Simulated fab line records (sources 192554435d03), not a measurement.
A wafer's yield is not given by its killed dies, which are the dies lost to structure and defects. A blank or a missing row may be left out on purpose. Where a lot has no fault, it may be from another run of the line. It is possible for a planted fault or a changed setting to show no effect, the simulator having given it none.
fab line records | flow n5Finfet
record lots=6 | wafers=16 | lastDay=17
route steps=1938 shown HKMG_FIN@454 GATE_CUT@465 BEOL_M4@1111
lots that met no fault: from a run of the same line without faults
startH: start of the lot's first displayed wafer, in hours after the record's first day | waitH: how many hours have passed since the lot's step before this one | " as in the row above | L1.1+2: several wafers, shown together as one row | - no value present, or no start provided | * or withheld: withheld | < > ~ a bound
route shown NAME@n: a module of which the file shows steps, and the number in the route of the first | usual: mean and standard deviation over wafers with no fault | same: alike in all rows | chamber/n: place in a boat | sites: each site's reading | _std_site: how widely they spread, as a standard deviation | _edge_site: mean of outer sites minus mean of inner sites | radiusMm: how far each site lies from the wafer's centre | mask NAME#n: copy n | behind: the most recent tool/chamber to have shaped the wafer | hold: cause of the lot's hold/its duration in hours/its outcome | device: which transistor (n, p or np) failed to switch | end of line: the same wafers' tests at the end of the route | a step given without rows: its recipe and nothing more | killed: the dies lost at the first sort to structure and to defects; this is not the yield of the wafer | map: dies across one wafer; x = killed, . = not, _ = none there
set.NAME: the setting as run; set.NAME@STEP: as run at that earlier step | model.NAME: the simulator's own value behind a step, which no gauge read
lots at some steps of the route; a table a step, a row a wafer
services: from which hour (startH, from the record's first day; less than 0 if before it) a tool's chamber was out of use, for how many hours, and why
## steps
# step N5_HKMG_FIN_ETCHBACK_68
# recipe chemistry=Cl2/Ar | stopOn=HfO2 | targetDepthA=5 | pressureMtorr=10 | icpW=600 | biasW=60 | Cl2_flow_sccm=40 | Ar_flow_sccm=60
# usual drypumpMotorCurrentA=5.5/0.52 | oesProductAu=0.76/0.12 | throttleValvePct=20.7/0.33
lot.wafer | tool        | chamber | startH | waitH | drypumpMotorCurrentA | oesProductAu | rfHoursCounterH | throttleValvePct
L159.1    | rieMetal-01 | 0       | 115.79 | 0.0   | 5.1                  | 0.65         | 92              | 21.3
L159.4    | "           | 1       | "      | "     | 6.6                  | 0.94         | -               | 20.6
L159.5    | "           | 0       | "      | "     | 5.1                  | 0.65         | -               | 21.3
L162.3    | rieMetal-02 | 0       | 140.42 | 0.1   | 5.5                  | 0.80         | -               | 20.9
L162.5    | "           | 1       | "      | "     | 5.0                  | 0.66         | -               | 20.6
L169.1    | rieMetal-03 | 0       | 185.25 | 0.0   | 5.9                  | 0.83         | 22              | 20.2
L169.3    | "           | 0       | "      | "     | 5.9                  | 0.84         | -               | 20.2
L169.6    | "           | 0       | "      | "     | 5.9                  | 0.84         | -               | 20.2
L172.2    | rieMetal-01 | 1       | 191.85 | 0.0   | 6.6                  | 0.89         | 10              | 20.7
L172.5    | "           | 1       | "      | "     | 6.6                  | 0.89         | -               | 20.7
L172.6    | "           | 0       | "      | "     | 5.0                  | 0.64         | -               | 21.3
L174.1    | rieMetal-02 | 1       | 203.15 | 0.0   | 5.0                  | 0.64         | 89              | 20.6
L174.2    | "           | 0       | "      | "     | 5.5                  | 0.78         | 33              | 20.9
L174.3    | "           | 1       | "      | "     | 5.0                  | 0.64         | -               | 20.6
L176.3    | rieMetal-02 | 1       | 220.65 | 0.1   | 5.0                  | 0.64         | -               | 20.7
L176.6    | "           | 1       | "      | "     | 5.0                  | 0.65         | -               | 20.7
# step N5_HKMG_FIN_STRIP_69
# recipe chemistry=N2/H2 | powerW=2500 | tempC=300 | h2Frac=0.65 | timeS=360 | pressureMtorr=withheld | n2FlowSccm=1750 | h2FlowSccm=3250
# usual drypumpMotorCurrentA=6.0/0.41 | heaterPowerW=470/32
lot.wafer | tool           | chamber | startH | waitH | drypumpMotorCurrentA | heaterPowerW | rfHoursCounterH
L159.1    | plasmaAsher-02 | 1       | 115.98 | 0.2   | 5.8                  | 507          | 98
L159.4    | "              | 1       | "      | "     | 5.8                  | 506          | -
L159.5    | "              | 1       | "      | "     | 5.8                  | 503          | -
L162.3    | plasmaAsher-02 | 0       | 140.64 | 0.2   | 6.4                  | 486          | -
L162.5    | "              | 1       | "      | "     | 5.7                  | 498          | -
L169.1    | plasmaAsher-02 | 0       | 185.41 | 0.1   | 6.4                  | 491          | 110
L169.3    | "              | 0       | "      | "     | 6.4                  | 478          | -
L169.6    | "              | 1       | "      | "     | 5.7                  | 497          | -
L172.2    | plasmaAsher-02 | 0       | 191.99 | 0.1   | 6.4                  | 487          | 112
L172.5    | "              | 0       | "      | "     | 6.4                  | 491          | -
L172.6    | "              | 1       | "      | "     | 5.8                  | 505          | -
L174.1    | plasmaAsher-01 | 1       | 203.29 | 0.1   | 5.4                  | 430          | 59
L174.2    | "              | 0       | "      | "     | 6.3                  | 435          | 59
L174.3    | "              | 1       | "      | "     | 5.4                  | 436          | -
L176.3    | plasmaAsher-02 | 0       | 220.95 | 0.3   | 6.4                  | 485          | -
L176.6    | "              | 1       | "      | "     | 5.7                  | 503          | -
# step N5_HKMG_FIN_ALD_21
# recipe material=TiN | targetThkA=15 | tempC=400 | aldPrecursorFamily=TiCl4 | aldCoReactant=NH3 | pulseTimeS=1 | purgeTimeS=3 | coReactantPurgeTimeS=2 | coReactantPulseTimeS=2 | aldCycles=68 | pressureTorr=3
# usual heaterPowerW=873/50 | precursorPulseHeightRel=0.998/0.019
# same pulseTimeS=1
lot.wafer | tool        | chamber | startH | waitH | heaterPowerW | precursorPulseHeightRel
L159.1    | aldMetal-04 | 0       | 116.37 | 0.3   | 874          | 0.983
L159.4    | "           | 2       | "      | "     | 786          | 0.996
L159.5    | "           | 0       | "      | "     | 872          | 0.991
L162.3    | aldMetal-01 | 0       | 140.90 | 0.1   | 821          | 1.007
L162.5    | "           | 2       | "      | "     | 889          | 0.976
L169.1    | aldMetal-02 | 1       | 185.79 | 0.3   | 833          | 0.987
L169.3    | "           | 2       | "      | "     | 944          | 0.971
L169.6    | "           | 3       | "      | "     | 902          | 1.026
L172.2    | aldMetal-01 | 3       | 192.37 | 0.3   | 872          | 0.993
L172.5    | "           | 1       | "      | "     | 846          | 0.993
L172.6    | "           | 2       | "      | "     | 868          | 0.964
L174.1    | aldMetal-02 | 2       | 203.68 | 0.3   | 945          | 0.993
L174.2    | "           | 1       | "      | "     | 822          | 1.012
L174.3    | "           | 0       | "      | "     | 945          | 0.969
L176.3    | aldMetal-02 | 2       | 221.21 | 0.1   | 928          | 1.007
L176.6    | "           | 2       | "      | "     | 938          | 1.000
# step N5_HKMG_FIN_ALD_72
# recipe material=W | targetThkA=20 | tempC=300 | pressureTorr=7.5 | aldPrecursorFamily=WF6 | aldCoReactant=B2H6 | pulseTimeS=1 | purgeTimeS=2 | coReactantPurgeTimeS=2 | coReactantPulseTimeS=3 | aldCycles=7
# usual heaterPowerW=493/46 | precursorPulseHeightRel=0.998/0.018
# same pulseTimeS=1
lot.wafer | tool    | chamber | startH | waitH | heaterPowerW | precursorPulseHeightRel
L159.1    | cvdW-02 | 0       | 116.73 | 0.2   | 488          | 1.000
L159.4    | "       | 1       | "      | "     | 561          | 1.012
L159.5    | "       | 1       | "      | "     | 560          | 0.989
L162.3    | cvdW-02 | 1       | 141.28 | 0.2   | 557          | 0.986
L162.5    | "       | 0       | "      | "     | 490          | 1.013
L169.1    | cvdW-02 | 1       | 186.15 | 0.2   | 567          | 1.016
L169.3    | "       | 1       | "      | "     | 575          | 0.972
L169.6    | "       | 1       | "      | "     | 558          | 1.012
L172.2    | cvdW-01 | 0       | 192.73 | 0.2   | 480          | 0.982
L172.5    | "       | 0       | "      | "     | 480          | 1.036
L172.6    | "       | 1       | "      | "     | 447          | 0.973
L174.1    | cvdW-01 | 0       | 204.04 | 0.2   | 471          | 0.994
L174.2    | "       | 1       | "      | "     | 434          | 0.971
L174.3    | "       | 0       | "      | "     | 470          | 1.010
L176.3    | cvdW-01 | 1       | 221.60 | 0.2   | 435          | 0.985
L176.6    | "       | 0       | "      | "     | 464          | 0.987
# step N5_HKMG_FIN_W_FILL_22
# recipe material=W | targetThkA=600 | tempC=400 | pressureTorr=39.4 | timeS=18.2
# step N5_HKMG_FIN_PRECLEAN_83
# recipe chemistry=DIW | timeS=57.5 | tempC=23
# step N5_HKMG_FIN_SRD_84
# recipe dryTimeS=32 | dry=n2Spin | spinRpm=1500
# step N5_HKMG_FIN_CMP_23
# recipe stopOn=SiNx | tOverpolishS=10 | postCmpClean=rinseOnly | downForcePsi=4 | platenRpm=50.289 | padVelocityMS=1.0006 | targetThkNm=46.326
# step N5_HKMG_FIN_CMP_94
# recipe stopOn=SiNx | postCmpClean=wDiluteNh4oh | tOverpolishS=4.7 | downForcePsi=4 | platenRpm=50.289 | padVelocityMS=1.0006 | targetThkNm=43.299
# step N5_HKMG_FIN_INSPECT_28
# recipe inspectInstrument=darkfield | mode=postCmp
# usual rawDefectCount=44/18
lot.wafer | tool             | chamber | startH | waitH | rawDefectCount
L159.1    | defectInspect-01 | -       | 117.61 | 0.0   | 145
L159.4    | "                | -       | "      | "     | 89
L159.5    | "                | -       | "      | "     | 95
L162.3    | defectInspect-02 | -       | 142.17 | 0.0   | 35
L162.5    | "                | -       | "      | "     | 32
L169.1    | defectInspect-01 | -       | 187.04 | 0.0   | 33
L169.3    | "                | -       | "      | "     | 32
L169.6    | "                | -       | "      | "     | 32
L172.2    | defectInspect-02 | -       | 193.64 | 0.0   | 32
L172.5    | "                | -       | "      | "     | 46
L172.6    | "                | -       | "      | "     | 22
L174.1    | defectInspect-01 | -       | 204.95 | 0.0   | 30
L174.2    | "                | -       | "      | "     | 44
L174.3    | "                | -       | "      | "     | 59
L176.3    | defectInspect-01 | -       | 222.49 | 0.0   | 30
L176.6    | "                | -       | "      | "     | 21
# step N5_GATE_CUT_ETCHBACK_00
# recipe chemistry=SF6/Cl2 | target=W | pressureMtorr=8 | icpW=900 | biasW=80 | SF6_flow_sccm=40 | Cl2_flow_sccm=60
# step N5_GATE_CUT_ETCH_56
# recipe chemistry=Cl2/Ar | target=TiN | targetDepthA=216 | pressureMtorr=10 | icpW=600 | biasW=60 | Cl2_flow_sccm=40 | Ar_flow_sccm=60
# usual biasW=60.01/0.19 | drypumpMotorCurrentA=5.6/0.58 | oesProductAu=0.78/0.13 | throttleValvePct=20.8/0.37
lot.wafer | tool        | chamber | startH | waitH | biasW | drypumpMotorCurrentA | oesProductAu | rfHoursCounterH | throttleValvePct | model.etch.depthNm
L159.1    | rieMetal-01 | 0       | 117.77 | 0.1   | 59.88 | 5.0                  | 0.64         | 92              | 21.3             | 20.26
L159.4    | "           | 1       | "      | "     | 59.91 | 6.6                  | 0.95         | -               | 20.6             | 22.16
L159.5    | "           | 0       | "      | "     | 59.89 | 5.0                  | 0.64         | -               | 21.3             | 20.22
L162.3    | rieMetal-01 | 0       | 142.35 | 0.1   | 60.13 | 5.0                  | 0.63         | -               | 21.3             | 20.19
L162.5    | "           | 0       | "      | "     | 59.83 | 5.0                  | 0.64         | -               | 21.4             | 20.25
L169.1    | rieMetal-01 | 0       | 187.19 | 0.1   | 70.51 | 5.1                  | 0.66         | 99              | 21.3             | 21.77
L169.3    | "           | 1       | "      | "     | 70.29 | 6.6                  | 0.95         | -               | 20.6             | 23.83
L169.6    | "           | 1       | "      | "     | 70.22 | 6.6                  | 0.95         | -               | 20.6             | 23.76
L172.2    | rieMetal-01 | 0       | 193.80 | 0.1   | 70.35 | 5.0                  | 0.66         | 100             | 21.3             | 21.76
L172.5    | "           | 0       | "      | "     | 70.42 | 5.0                  | 0.66         | -               | 21.3             | 21.81
L172.6    | "           | 1       | "      | "     | 70.44 | 6.6                  | 0.94         | -               | 20.6             | 23.59
L174.1    | rieMetal-02 | 0       | 205.10 | 0.1   | 60.20 | 5.5                  | 0.78         | 33              | 20.9             | 20.76
L174.2    | "           | 1       | "      | "     | 59.52 | 5.0                  | 0.65         | 90              | 20.6             | 20.47
L174.3    | "           | 1       | "      | "     | 59.82 | 5.0                  | 0.65         | -               | 20.6             | 20.65
L176.3    | rieMetal-02 | 1       | 222.82 | 0.2   | 60.03 | 5.0                  | 0.65         | -               | 20.6             | 20.74
L176.6    | "           | 1       | "      | "     | 59.92 | 5.0                  | 0.65         | -               | 20.6             | 20.68
# step N5_GATE_CUT_ETCHBACK_30
# recipe chemistry=Cl2/Ar | target=TiN | targetDepthA=30 | mode=isotropic | pressureMtorr=10 | icpW=600 | biasW=60 | Cl2_flow_sccm=40 | Ar_flow_sccm=60
# usual drypumpMotorCurrentA=5.6/0.58 | oesProductAu=0.78/0.13 | throttleValvePct=20.8/0.37
lot.wafer | tool        | chamber | startH | waitH | drypumpMotorCurrentA | oesProductAu | rfHoursCounterH | throttleValvePct
L159.1    | rieMetal-01 | 0       | 117.86 | 0.1   | 5.0                  | 0.65         | 92              | 21.3
L159.4    | "           | 1       | "      | "     | 6.6                  | 0.95         | -               | 20.6
L159.5    | "           | 0       | "      | "     | 5.1                  | 0.64         | -               | 21.4
L162.3    | rieMetal-01 | 0       | 142.42 | 0.0   | 5.0                  | 0.64         | -               | 21.4
L162.5    | "           | 0       | "      | "     | 5.0                  | 0.65         | -               | 21.3
L169.1    | rieMetal-01 | 0       | 187.28 | 0.1   | 5.0                  | 0.64         | 99              | 21.4
L169.3    | "           | 1       | "      | "     | 6.6                  | 0.91         | -               | 20.6
L169.6    | "           | 1       | "      | "     | 6.6                  | 0.91         | -               | 20.6
L172.2    | rieMetal-01 | 0       | 193.89 | 0.1   | 5.0                  | 0.64         | 100             | 21.3
L172.5    | "           | 0       | "      | "     | 5.0                  | 0.64         | -               | 21.3
L172.6    | "           | 1       | "      | "     | 6.6                  | 0.91         | -               | 20.7
L174.1    | rieMetal-02 | 0       | 205.19 | 0.1   | 5.5                  | 0.78         | 33              | 20.9
L174.2    | "           | 1       | "      | "     | 5.0                  | 0.65         | 90              | 20.6
L174.3    | "           | 1       | "      | "     | 5.0                  | 0.64         | -               | 20.6
L176.3    | rieMetal-02 | 1       | 222.96 | 0.1   | 5.0                  | 0.65         | -               | 20.7
L176.6    | "           | 1       | "      | "     | 5.0                  | 0.65         | -               | 20.7
# step N5_BEOL_M4_RC_MEAS_101
# usual DIBL_N=36.0/2 | DIBL_P=35.9/2.5 | IOFF_N=0.16/0.038 | IOFF_P=0.21/0.04 | ION_N=675/14 | ION_P=462/9.4 | SS_N=71.5/0.75 | SS_P=73.2/0.74 | VT_N=250/3.9 | VT_P=-251/3.2
lot.wafer | tool      | chamber | startH | waitH | DIBL_N[mV/V] | DIBL_P[mV/V] | IOFF_N[nA/um] | IOFF_P[nA/um] | ION_N[uA/um] | ION_P[uA/um] | SS_N[mV/dec] | SS_P[mV/dec] | VT_N[mV] | VT_P[mV]
L159.1    | prober-02 | 0       | 199.85 | 0.0   | 36.3         | 36.2         | 0.17          | 0.21          | 686          | 462          | 71.1         | 73.6         | 248      | -251
L159.4    | "         | 0       | "      | "     | 35.0         | 35.9         | 0.14          | 0.20          | 672          | 462          | 71.0         | 73.0         | 252      | -249
L159.5    | "         | 0       | "      | "     | 36.6         | 36.7         | 0.18          | 0.23          | 703          | 480          | 71.3         | 73.7         | 249      | -248
L162.3    | prober-01 | 0       | 216.57 | 0.3   | 36.9         | 36.2         | 0.16          | 0.19          | 664          | 446          | 72.3         | 73.2         | 251      | -255
L162.5    | "         | 0       | "      | "     | 33.9         | 34.4         | 0.12          | 0.16          | 653          | 451          | 71.8         | 72.8         | 253      | -258
L169.1    | prober-01 | 0       | 272.02 | 0.0   | 38.9         | 39.8         | 0.22          | 0.27          | 684          | 464          | 73.3         | 74.5         | 247      | -247
L169.3    | "         | 0       | "      | "     | 38.0         | 39.2         | 0.19          | 0.26          | 668          | 462          | 72.7         | 74.7         | 249      | -245
L169.6    | "         | 0       | "      | "     | 36.2         | 37.7         | 0.16          | 0.23          | 663          | 457          | 71.9         | 74.3         | 251      | -251
L172.2    | prober-01 | 0       | 273.82 | 0.2   | 35.2         | 34.2         | 0.16          | 0.20          | 699          | 475          | 71.1         | 72.6         | 248      | -249
L172.5    | "         | 0       | "      | "     | 36.8         | 36.5         | 0.20          | 0.26          | 703          | 484          | 71.5         | 74.2         | 244      | -247
L172.6    | "         | 0       | "      | "     | 35.3         | 32.2         | 0.15          | 0.18          | 668          | 454          | 72.0         | 72.8         | 250      | -251
L174.1    | prober-01 | 0       | 295.73 | 0.0   | 38.2         | 37.8         | 0.19          | 0.24          | 693          | 472          | 72.2         | 73.3         | 247      | -250
L174.2    | "         | 0       | "      | "     | 35.3         | 35.8         | 0.12          | 0.22          | 653          | 462          | 70.7         | 73.6         | 254      | -250
L174.3    | "         | 0       | "      | "     | 38.5         | 37.4         | 0.18          | 0.24          | 668          | 457          | 72.6         | 73.9         | 251      | -250
L176.3    | prober-01 | 0       | 311.61 | 0.3   | 38.4         | 37.9         | 0.19          | 0.23          | 675          | 459          | 72.2         | 74.6         | 250      | -250
L176.6    | "         | 0       | "      | "     | 36.5         | 35.5         | 0.15          | 0.18          | 667          | 451          | 71.5         | 72.7         | 254      | -251
## services
tool           | chamber | startH | hours | kind
rieMetal-03    | 1       | 142.90 | -     | clean
rieMetal-03    | 1       | 142.90 | 12.3  | scheduledDown
rieMetal-03    | 1       | 142.90 | 12.3  | ventCycle
rieMetal-02    | 0       | 144.98 | 2.3   | repair
plasmaAsher-02 | -       | 154.70 | 6.9   | repair
cvdW-02        | -       | 158.04 | 4.3   | pm
rieMetal-02    | -       | 158.34 | 0.6   | repair
aldMetal-02    | 3       | 159.16 | -     | calibration
rieMetal-01    | -       | 179.59 | 0.4   | repair
plasmaAsher-01 | -       | 216.65 | 2.8   | pm
rieMetal-02    | 0       | 218.57 | 12.5  | repair
## key
firstSign step=N5_GATE_CUT_ETCH_56 | reading=biasW | direction=up | sigmas=56 | usual=* | struck=*
effect none on later readings
modelEffect step=N5_GATE_CUT_ETCH_56 | value=etch.depthNm | without=21.41 | struck=22.75
metAt N5_GATE_CUT_ETCH_56
struckWafers L169.1,L169.3,L169.6,L172.2,L172.5,L172.6
baselineLoss step=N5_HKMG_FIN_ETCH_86 | wafers=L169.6
onsetBetween 142.35 187.19
fault kind=processParameterDrift | tool=rieMetal-01 | chamber=- | onsetH=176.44 | steps=N5_GATE_CUT_ETCH_56 | channel=biasW | offset=* | shape=step | endH=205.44 | actsIn=* | stated=*
# baselineLoss: these wafers lose ten dies or more at that step, a loss of the line's own and not of a fault; the sort's usual values leave them out
